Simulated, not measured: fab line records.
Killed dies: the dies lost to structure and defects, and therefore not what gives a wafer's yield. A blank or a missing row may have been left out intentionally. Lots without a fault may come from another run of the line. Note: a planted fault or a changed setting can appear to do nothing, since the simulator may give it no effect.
fab line records	flow n5Finfet	part 2 of 2: steps 4 to 6 of 6
record lots=23	wafers=69	lastDay=17
route steps=1938 shown BEOL_M2@844
lots with no fault: from the same line, run without faults
startH: hours from the record's opening day to when the first of the lot's shown wafers began	waitH: how many hours have passed since the lot's step before this one	" the same as in the row above	L1.1+2: a row that stands for several wafers	- no value present, or no start provided	* or withheld: withheld	< > ~ a bound
route shown NAME@n: NAME is a module with steps in the file, n the number in the route of the first one	usual: mean and standard deviation over wafers with no fault	same: alike in all rows	chamber/n: place in a boat	sites: the reading at each site	_std_site: their standard deviation	_edge_site: the outer-site mean with the inner-site mean subtracted	radiusMm: for every site, how far away it sits from the centre of the wafer	mask NAME#n: copy n	behind: the last tool/chamber to shape the wafer	hold: why the lot was held/for how many hours/how that ended	device: names the non-switching transistor (n, p or np)	end of line: tests of these same wafers at the route's end	a step with no rows: only its recipe	killed: dies lost to structure and defects at the first sort, not the wafer's yield	map: a wafer's dies, marking killed ones x, the rest . and places with no die _
set.NAME: the run value of the setting; set.NAME@STEP: its run value at that earlier step	model.NAME: the simulator's own value behind a step, which no gauge read
steps of the route over a sample of lots; a table a step, a row a wafer
services: a tool's chamber out of use, with start hour (startH, from the record's first day; less than 0 if before it), hours out, and reason
## steps
# step N5_BEOL_M2_ETCH_69
# recipe chemistry=CF4	target=SiARC	targetDepthA=156	maskMaterial=CAR-EUV	timeS=26	ionEnergyEv=80	pressureMtorr=40	sourceW=545	biasW=36	Ar_flow_sccm=100	cf4FlowSccm=100	ends=cleared
# usual biasW=36.00/0.11	drypumpMotorCurrentA=5.9/0.36	etchRfOnTimeS=26.0/0.54	oesProductAu=0.68/0.082	rfVppV=184.3/1.2	showerheadPlenumPTorr=2.15/0.077	throttleValvePct=15.52/0.16
lot.wafer	tool	chamber	startH	waitH	biasW	drypumpMotorCurrentA	etchRfOnTimeS	oesProductAu	rfHoursCounterH	rfVppV	showerheadPlenumPTorr	throttleValvePct
L074.1	rieDiel-04	3	139.28	0.0	36.08	5.5	25.7	0.73	46	184.9	2.09	15.37
L074.2	"	1	"	"	35.85	5.7	26.2	0.65	162	186.1	2.23	15.50
L074.3	"	2	"	"	35.92	6.3	26.4	0.60	224	182.9	2.12	15.79
L075.2	rieDiel-03	1	143.40	0.0	36.12	6.2	26.6	0.80	3	184.6	2.19	15.41
L075.5	"	1	"	"	35.97	6.2	26.4	0.82	-	183.8	2.19	15.41
L075.6	"	3	"	"	36.00	6.1	26.2	0.73	-	184.8	2.17	15.50
L076.3	rieDiel-02	1	145.67	0.0	36.01	5.6	25.5	0.59	226	181.7	2.03	15.71
L076.4	"	3	"	"	36.19	6.3	26.6	0.60	189	184.9	2.21	15.39
L076.5	"	2	"	"	36.02	5.9	25.8	0.64	-	183.0	2.05	15.61
L077.3	rieDiel-02	1	153.27	0.0	35.72	5.6	25.7	0.60	229	183.1	2.03	15.71
L077.5	"	0	"	"	35.92	5.9	25.2	0.77	-	184.3	2.18	15.39
L077.6	"	3	"	"	35.85	6.3	26.9	0.60	-	183.1	2.21	15.40
L078.2	rieDiel-03	1	166.85	0.0	36.01	6.3	26.3	0.78	12	184.5	2.19	15.44
L078.3	"	3	"	"	36.15	6.1	26.4	0.72	57	184.1	2.17	15.52
L078.4	"	2	"	"	35.96	4.8	25.8	0.58	-	182.0	2.10	15.92
L079.1	rieDiel-03	1	168.22	0.0	36.08	6.3	26.2	0.78	12	184.8	2.19	15.44
L079.3	"	2	"	"	35.97	4.8	25.9	0.59	271	185.0	2.10	15.93
L079.4	"	3	"	"	35.92	6.1	26.4	0.72	-	184.2	2.17	15.53
L080.2	rieDiel-04	1	175.44	0.0	36.27	5.7	26.0	0.64	175	185.1	2.22	15.54
L080.4	"	2	"	"	35.87	6.3	25.9	0.60	238	184.4	2.11	15.81
L080.6	"	1	"	"	36.17	5.7	26.3	0.63	-	186.3	2.22	15.55
L081.2	rieDiel-03	0	178.94	0.0	36.07	5.7	25.2	0.82	5	183.0	2.11	15.36
L081.5	"	1	"	"	36.09	6.2	26.1	0.77	-	185.2	2.19	15.45
L081.6	"	3	"	"	36.01	6.1	26.1	0.71	-	185.1	2.17	15.55
L082.1	rieDiel-04	1	184.79	0.0	36.07	5.7	26.0	0.64	178	186.3	2.22	15.56
L082.4	"	2	"	"	36.14	6.3	25.9	0.60	241	184.3	2.11	15.82
L082.5	"	2	"	"	36.03	6.3	26.1	0.60	-	184.4	2.11	15.82
L083.1	rieDiel-02	0	196.00	0.0	35.99	5.9	25.6	0.74	58	186.0	2.17	15.41
L083.4	"	1	"	"	35.85	5.6	25.5	0.59	243	182.7	2.02	15.74
L083.6	"	0	"	"	36.02	5.9	25.7	0.75	-	184.0	2.17	15.41
L084.1	rieDiel-02	1	197.46	0.0	35.98	5.6	25.6	0.59	243	181.8	2.02	15.75
L084.3	"	0	"	"	35.85	5.9	25.3	0.75	58	185.7	2.17	15.44
L084.4	"	2	"	"	35.83	5.9	25.7	0.63	177	183.4	2.05	15.67
L085.3	rieDiel-02	1	201.67	0.0	35.76	5.6	25.7	0.59	245	183.5	2.02	15.75
L085.5	"	3	"	"	35.91	6.3	27.2	0.59	-	184.7	2.20	15.41
L085.6	"	2	"	"	36.16	5.9	25.9	0.63	-	182.4	2.05	15.66
L086.1	rieDiel-02	1	209.59	0.0	35.78	5.6	25.7	0.58	247	181.6	2.02	15.75
L086.2	"	2	"	"	36.00	5.9	26.0	0.63	180	182.8	2.05	15.66
L086.4	"	0	"	"	35.85	5.9	25.8	0.74	61	184.0	2.17	15.41
L088.1	rieDiel-04	3	233.62	0.0	36.03	5.5	25.3	0.70	82	184.3	2.08	15.43
L088.2	"	1	"	"	36.02	5.7	26.1	0.63	192	183.8	2.22	15.58
L088.4	"	3	"	"	36.09	5.5	25.3	0.70	-	182.4	2.08	15.44
L090.3	rieDiel-02	0	237.34	0.0	36.02	5.9	25.4	0.74	75	186.4	2.17	15.47
L090.4	"	0	"	"	36.03	5.9	25.6	0.73	-	185.2	2.17	15.45
L090.6	"	3	"	"	36.20	6.3	27.1	0.58	-	185.1	2.20	15.47
L089.1	rieDiel-04	1	238.71	0.0	35.89	5.7	26.2	0.63	195	185.0	2.22	15.57
L089.2	"	3	"	"	35.95	5.5	25.8	0.69	86	182.8	2.08	15.45
L089.4	"	3	"	"	35.89	5.5	25.8	0.70	-	184.1	2.07	15.44
L091.2	rieDiel-02	3	241.54	0.0	36.11	6.3	27.0	0.58	226	184.8	2.20	15.48
L091.3	"	0	"	"	35.93	5.9	25.5	0.73	79	184.7	2.16	15.46
L091.5	"	3	"	"	36.21	6.3	27.2	0.58	-	183.8	2.20	15.47
L092.2	rieDiel-04	1	242.96	0.0	35.85	5.7	26.0	0.63	198	184.4	2.22	15.58
L092.3	"	0	"	"	35.99	5.6	25.8	0.73	52	185.6	2.27	15.36
L092.4	"	2	"	"	35.93	6.3	25.7	0.86	-	184.0	2.11	15.32
L093.4	rieDiel-02	1	252.36	0.0	35.83	5.6	24.7	0.83	4	184.5	2.27	15.29
L093.5	"	0	"	"	35.85	5.9	25.4	0.73	-	183.7	2.16	15.48
L093.6	"	1	"	"	36.12	5.6	25.0	0.83	-	185.8	2.27	15.29
L094.1	rieDiel-02	2	259.35	0.0	36.04	5.9	25.9	0.62	198	183.8	2.04	15.70
L094.3	"	1	"	"	36.17	5.6	25.1	0.82	5	185.1	2.27	15.28
L094.5	"	0	"	"	35.92	5.9	26.0	0.71	-	184.6	2.16	15.48
L095.3	rieDiel-02	0	262.62	0.0	36.17	5.9	25.4	0.73	85	184.9	2.16	15.47
L095.4	"	1	"	"	36.13	5.5	24.9	0.82	7	185.7	2.27	15.29
L095.5	"	2	"	"	35.92	5.9	25.8	0.62	-	183.6	2.04	15.69
L096.3	rieDiel-02	1	271.97	0.0	36.13	5.6	25.2	0.81	10	186.6	2.27	15.29
L096.5	"	2	"	"	35.80	5.9	25.8	0.62	-	183.8	2.04	15.71
L096.6	"	3	"	"	35.97	6.3	26.7	0.58	-	184.7	2.19	15.47
L097.1	rieDiel-03	1	275.14	0.0	36.17	6.3	26.4	0.72	46	184.5	2.18	15.49
L097.3	"	2	"	"	36.01	4.8	25.7	0.77	22	184.7	2.09	15.42
L097.5	"	0	"	"	36.12	5.7	25.7	0.75	-	182.0	2.10	15.42
# step N5_BEOL_M2_SURFACE_TREAT_85
# recipe gas=Ar	timeS=*	ionEnergyEv=*	ionCurrentMaCm2=0.5	pressureMtorr=*	arFlowSccm=30
# usual throttleValvePct=*
lot.wafer	tool	chamber	startH	waitH	throttleValvePct
L074.1	pvdSputter-02	-	141.32	0.1	*
L074.2	"	-	"	"	*
L074.3	"	-	"	"	*
L075.2	pvdSputter-01	-	144.81	0.3	*
L075.5	"	-	"	"	*
L075.6	"	-	"	"	*
L076.3	pvdSputter-01	-	147.75	0.2	*
L076.4	"	-	"	"	*
L076.5	"	-	"	"	*
L077.3	pvdSputter-01	-	155.15	0.2	*
L077.5	"	-	"	"	*
L077.6	"	-	"	"	*
L078.2	pvdSputter-03	-	170.39	0.2	*
L078.3	"	-	"	"	*
L078.4	"	-	"	"	*
L079.1	pvdSputter-02	-	170.93	0.1	*
L079.3	"	-	"	"	*
L079.4	"	-	"	"	*
L080.2	pvdSputter-01	-	179.18	1.7	*
L080.4	"	-	"	"	*
L080.6	"	-	"	"	*
L081.2	pvdSputter-03	-	180.68	0.4	*
L081.5	"	-	"	"	*
L081.6	"	-	"	"	*
L082.1	pvdSputter-01	-	189.79	0.3	*
L082.4	"	-	"	"	*
L082.5	"	-	"	"	*
L083.1	pvdSputter-01	-	197.65	0.2	*
L083.4	"	-	"	"	*
L083.6	"	-	"	"	*
L084.1	pvdSputter-03	-	200.24	0.2	*
L084.3	"	-	"	"	*
L084.4	"	-	"	"	*
L085.3	pvdSputter-03	-	202.84	0.1	*
L085.5	"	-	"	"	*
L085.6	"	-	"	"	*
L086.1	pvdSputter-02	-	213.54	0.3	*
L086.2	"	-	"	"	*
L086.4	"	-	"	"	*
L088.1	pvdSputter-02	-	237.17	0.1	*
L088.2	"	-	"	"	*
L088.4	"	-	"	"	*
L090.3	pvdSputter-03	-	241.87	0.2	*
L090.4	"	-	"	"	*
L090.6	"	-	"	"	*
L092.2	pvdSputter-01	-	248.52	0.2	*
L092.3	"	-	"	"	*
L092.4	"	-	"	"	*
L089.1	pvdSputter-02	-	248.97	0.2	*
L089.2	"	-	"	"	*
L089.4	"	-	"	"	*
L091.2	pvdSputter-03	-	250.62	0.9	*
L091.3	"	-	"	"	*
L091.5	"	-	"	"	*
L093.4	pvdSputter-03	-	256.88	0.2	*
L093.5	"	-	"	"	*
L093.6	"	-	"	"	*
L094.1	pvdSputter-01	-	264.39	0.2	*
L094.3	"	-	"	"	*
L094.5	"	-	"	"	*
L095.3	pvdSputter-02	-	271.18	0.2	*
L095.4	"	-	"	"	*
L095.5	"	-	"	"	*
L096.3	pvdSputter-02	-	280.14	0.2	*
L096.5	"	-	"	"	*
L096.6	"	-	"	"	*
L097.1	pvdSputter-01	-	286.70	0.2	*
L097.3	"	-	"	"	*
L097.5	"	-	"	"	*
# step N5_BEOL_M2_ANNEAL_49
# recipe tempC=400	timeS=240	ambient=vacuum
# usual heaterPowerW=825/79
lot.wafer	tool	chamber	startH	waitH	heaterPowerW
L074.1	pvdSputter-02	-	141.82	0.0	922
L074.2	"	-	"	"	732
L074.3	"	-	"	"	734
L075.2	pvdSputter-01	-	145.49	0.0	820
L075.5	"	-	"	"	837
L075.6	"	-	"	"	851
L076.3	pvdSputter-02	-	149.25	0.0	906
L076.4	"	-	"	"	819
L076.5	"	-	"	"	755
L077.3	pvdSputter-01	-	155.45	0.0	856
L077.5	"	-	"	"	763
L077.6	"	-	"	"	882
L078.2	pvdSputter-03	-	170.71	0.0	778
L078.3	"	-	"	"	770
L078.4	"	-	"	"	787
L079.1	pvdSputter-01	-	171.63	0.0	814
L079.3	"	-	"	"	847
L079.4	"	-	"	"	758
L080.2	pvdSputter-01	-	179.48	0.0	757
L080.4	"	-	"	"	817
L080.6	"	-	"	"	788
L081.2	pvdSputter-01	-	181.40	0.0	772
L081.5	"	-	"	"	765
L081.6	"	-	"	"	849
L082.1	pvdSputter-03	-	190.30	0.0	781
L082.4	"	-	"	"	1045
L082.5	"	-	"	"	1024
L083.1	pvdSputter-03	-	198.38	0.0	791
L083.4	"	-	"	"	781
L083.6	"	-	"	"	771
L084.1	pvdSputter-03	-	200.56	0.0	804
L084.3	"	-	"	"	1056
L084.4	"	-	"	"	778
L085.3	pvdSputter-01	-	203.14	0.0	793
L085.5	"	-	"	"	849
L085.6	"	-	"	"	829
L086.1	pvdSputter-02	-	215.62	0.0	762
L086.2	"	-	"	"	811
L086.4	"	-	"	"	912
L088.1	pvdSputter-02	-	237.53	0.0	738
L088.2	"	-	"	"	908
L088.4	"	-	"	"	737
L090.3	pvdSputter-03	-	242.17	0.0	1050
L090.4	"	-	"	"	783
L090.6	"	-	"	"	767
L092.2	pvdSputter-03	-	248.82	0.0	1018
L092.3	"	-	"	"	764
L092.4	"	-	"	"	785
L089.1	pvdSputter-02	-	249.41	0.0	720
L089.2	"	-	"	"	901
L089.4	"	-	"	"	745
L091.2	pvdSputter-01	-	250.98	0.0	845
L091.3	"	-	"	"	781
L091.5	"	-	"	"	787
L093.4	pvdSputter-01	-	257.29	0.0	839
L093.5	"	-	"	"	833
L093.6	"	-	"	"	761
L094.1	pvdSputter-01	-	264.71	0.0	855
L094.3	"	-	"	"	765
L094.5	"	-	"	"	827
L095.3	pvdSputter-01	-	271.81	0.0	823
L095.4	"	-	"	"	800
L095.5	"	-	"	"	750
L096.3	pvdSputter-01	-	280.70	0.0	822
L096.5	"	-	"	"	862
L096.6	"	-	"	"	838
L097.1	pvdSputter-03	-	287.17	0.0	780
L097.3	"	-	"	"	1034
L097.5	"	-	"	"	1018
## services
tool	chamber	startH	hours	kind
rieDiel-02	3	117.67	8.6	repair
rieDiel-04	-	122.84	15.6	pm
rieDiel-03	0	138.96	-	clean
rieDiel-03	0	138.96	-	consumableReplace:focusRing
rieDiel-03	2	168.82	-	clean
rieDiel-03	2	168.82	-	consumableReplace:focusRing
rieDiel-03	2	168.82	20.2	scheduledDown
rieDiel-03	2	168.82	20.2	ventCycle
pvdSputter-02	-	200.34	4.0	repair
rieDiel-03	-	212.07	0.1	repair
rieDiel-04	2	216.41	-	clean
rieDiel-04	2	216.41	-	consumableReplace:focusRing
rieDiel-04	2	216.41	23.9	scheduledDown
rieDiel-04	2	216.41	23.9	ventCycle
rieDiel-02	1	219.16	-	clean
rieDiel-02	1	219.16	-	consumableReplace:focusRing
rieDiel-02	1	219.16	-	consumableReplace:showerhead
rieDiel-02	1	219.16	21.4	scheduledDown
rieDiel-02	1	219.16	21.4	ventCycle
rieDiel-03	-	223.88	15.6	pm
rieDiel-04	3	238.86	7.2	repair
